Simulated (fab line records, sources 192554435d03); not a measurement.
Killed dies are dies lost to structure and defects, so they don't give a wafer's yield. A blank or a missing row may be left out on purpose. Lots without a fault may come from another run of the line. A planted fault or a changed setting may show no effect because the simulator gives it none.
Split-lot experiment | flow n5_finfet | 7 lots, 21 wafers read, on a route of 1938 steps

THE SPLIT
At N5_BEOL_M0_ETCH_128 (etches SiCN in CF4/N2, target depth 12 nm, overetch 5.1 nm, time 21.4 s), the setting source_w was moved away from the recipe's 430 W on 8 of the 21 wafers read, by -13.6% to +6.1%. The other wafers ran this setting at the recipe's value.

The reading is taken at the split's own step.

THE READING
rf_vpp_V, in V, at N5_BEOL_M0_ETCH_128 (etches SiCN in CF4/N2, target depth 12 nm, overetch 5.1 nm, time 21.4 s). Fault-free wafers of this fab line usually give 382.2 V, standard deviation 1.8 V.

wafer  | tool, chamber at the split | source_w as run, W | against the recipe | rf_vpp_V, V | against lot-mates on the recipe
L074.1 | rie_diel-02, 0             | 430                | recipe             | 384.3       | -
L074.2 | rie_diel-02, 2             | 430                | recipe             | 381.5       | -
L074.3 | rie_diel-02, 3             | 371.7              | -13.6%             | 403.0       | +20.1
L076.2 | rie_diel-02, 3             | 376.9              | -12.3%             | 401.2       | +20.2
L076.3 | rie_diel-02, 2             | 430                | recipe             | 381.0       | -
L076.6 | rie_diel-02, 0             | 376.9              | -12.3%             | 399.7       | +18.7
L078.4 | rie_diel-03, 1             | 454.8              | +5.8%              | 375.1       | -6.5
L078.5 | rie_diel-03, 3             | 454.8              | +5.8%              | 375.0       | -6.6
L078.6 | rie_diel-03, 2             | 430                | recipe             | 381.6       | -
L080.1 | rie_diel-02, 3             | 430                | recipe             | 383.4       | -
L080.3 | rie_diel-02, 1             | 430                | recipe             | 380.3       | -
L080.6 | rie_diel-02, 2             | 430                | recipe             | 378.8       | -
L084.1 | rie_diel-02, 2             | 456.2              | +6.1%              | 372.9       | no lot-mate on the recipe
L084.2 | rie_diel-02, 0             | 456.2              | +6.1%              | 374.4       | no lot-mate on the recipe
L084.4 | rie_diel-02, 1             | 456.2              | +6.1%              | 373.3       | no lot-mate on the recipe
L089.2 | rie_diel-02, 3             | 430                | recipe             | 383.8       | -
L089.4 | rie_diel-02, 2             | 430                | recipe             | 380.4       | -
L089.6 | rie_diel-02, 2             | 430                | recipe             | 381.1       | -
L093.2 | rie_diel-04, 0             | 430                | recipe             | 385.7       | -
L093.5 | rie_diel-04, 1             | 430                | recipe             | 383.0       | -
L093.6 | rie_diel-04, 3             | 430                | recipe             | 382.7       | -

THE FIT
A straight line over all 21 wafers: rf_vpp_V changes by -1.46 V for each +1% of source_w; r = -0.98; the points scatter about the line by 1.6 V.
The same after taking each lot's own level away (the mean of its wafers on the recipe; 18 wafers): -1.47 V for each +1%; r = -0.98; scatter 1.5 V.
On that fit, the largest move of source_w shifts the reading by 20 V.
The lots' own levels span 380.83 to 383.80 V, that is 1.6 times the standard deviation above.
So the lot-to-lot level changes the slope little: the two slopes agree.
Check: with one of the wafers moved furthest among these (-13.6%) left out of the fit, the line predicts +20.5 V for it against its lot-mates. It came out at +20.1 V against them.
Tool readings at the split's step, against how far the setting was moved: rf_vpp_V r = -0.98.

OTHER SPLITS ON THESE WAFERS
These wafers also went through other splits before the reading. Each is held against what the fit with the lots' levels taken away leaves over:
other split on the same wafers      | wafers away from the commonest value | r with rf_vpp_V (lot level and that fit taken away)
N5_HKMG_FIN_ETCH_55 time_s          | 8                                    | -0.11
N5_HKMG_FIN_PEB_10 peb_time_s       | 7                                    | -0.10
N5_HKMG_FIN_ETCH_32 bias_w          | 8                                    | +0.17
N5_GATE_CUT_CUT_ETCH_54 icp_w       | 7                                    | +0.08
N5_MOL_CONTACT_COAG_PECVD_31 temp_c | 5                                    | +0.22
N5_BEOL_M0_SAQP_PECVD_00 time_s     | 7                                    | +0.06
N5_BEOL_M0_SAQP_PECVD_97 time_s     | 8                                    | +0.01
N5_BEOL_M0_ETCH_138 bias_w          | 7                                    | +0.02

THE FILE'S OWN FIT
rf_vpp_V changes by -1.49 V for each +1% of source_w, r = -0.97.
